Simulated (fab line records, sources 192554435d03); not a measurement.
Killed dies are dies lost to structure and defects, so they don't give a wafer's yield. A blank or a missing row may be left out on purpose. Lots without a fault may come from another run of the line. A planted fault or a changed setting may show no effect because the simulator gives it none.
One fault seen from 3 desks | flow n5_finfet | each desk has only its own numbers; what lay behind them comes last
Where a reading is given only as a bound, like >300, the bound stands for it, and a mean or a difference that rests on one is marked > or <: the true number lies beyond.

THE METROLOGY DESK
What the gauges read, lot by lot, whatever tool the lot ran on: means of the sampled wafers that have a number. A lot is out of limits, marked OUT, if its mean lies more than 4 standard deviations from the usual mean; the brackets give that distance. Of its 10 readings 7 are shown: those that lie furthest out on some lot.
Columns: A = DIBL_P at N5_BEOL_M4_RC_MEAS_101, usual 36.2 mV/V; B = IOFF_N at N5_BEOL_M4_RC_MEAS_101, usual 0.16 nA/um; C = IOFF_P at N5_BEOL_M4_RC_MEAS_101, usual 0.21 nA/um; D = ION_N at N5_BEOL_M4_RC_MEAS_101, usual 674 uA/um; E = ION_P at N5_BEOL_M4_RC_MEAS_101, usual 463 uA/um; F = VT_N at N5_BEOL_M4_RC_MEAS_101, usual 250 mV; G = VT_P at N5_BEOL_M4_RC_MEAS_101, usual -250 mV
lot  | first seen here | A    | B    | C    | D   | E   | F   | G
L763 | day 11 09:45    | 34.1 | 0.16 | 0.22 | 684 | 472 | 249 | -246
L772 | day 13 12:19    | 35.8 | 0.15 | 0.20 | 668 | 461 | 252 | -249
L774 | day 14 07:25    | 37.2 | 0.19 | 0.25 | 692 | 473 | 247 | -246
This desk's finding: nothing out of limits on any of the 3 lots.

THE DEFECT DESK
What the inspections along the route counted, lot by lot: means of the sampled wafers that have a number. A lot is out of limits, marked OUT, if its mean lies more than 4 standard deviations from the usual mean; the brackets give that distance.
Columns: A = raw_defect_count at N5_HKMG_FIN_INSPECT_14, usual 1.9
lot  | first seen here | A
L763 | day 7 05:40     | >101 (>+83) OUT
L772 | day 9 09:11     | 2.0
L774 | day 9 20:58     | 2.7
This desk's finding: out of limits on L763; first on L763, day 7 05:40 (raw_defect_count at N5_HKMG_FIN_INSPECT_14). In limits: L772, L774.

THE TOOL OWNER'S DESK: wet_bench-03
The tool's own readings at N5_HKMG_FIN_WET_ETCH_76 (etches Al2O3 in dNH4OH, stops on La2O3, target depth 2.25 nm, rinse time 30 s): means of the sampled wafers that have a number, for each lot that ran on this tool. A lot is out of limits, marked OUT, if its mean lies more than 4 standard deviations from the usual mean; the brackets give that distance.
Columns: A = bath_heat_duty_pct at N5_HKMG_FIN_WET_ETCH_76, usual 6.4 %
lot  | first seen here | A
L763 | day 7 03:14     | 5.9
L774 | day 9 18:26     | 6.1
This desk's finding: nothing out of limits on any of the 2 lots.

PUT TOGETHER
The defect desk could have raised an alarm at day 7 05:40, on L763.
The metrology desk saw nothing out of limits.
The tool owner's desk saw nothing out of limits.
The metrology desk has L763 on record, within its limits.
The tool owner's desk has L763 on record, within its limits.
Of the lots named, all ran N5_HKMG_FIN_WET_ETCH_76 on wet_bench-03.

WHAT THE SIMULATOR HAD PUT IN
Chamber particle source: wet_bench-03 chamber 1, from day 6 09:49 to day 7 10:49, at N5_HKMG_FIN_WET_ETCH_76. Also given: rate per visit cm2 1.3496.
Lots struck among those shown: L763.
Hours from the fault's start to each desk's first reading out of limits: the defect desk, 20.
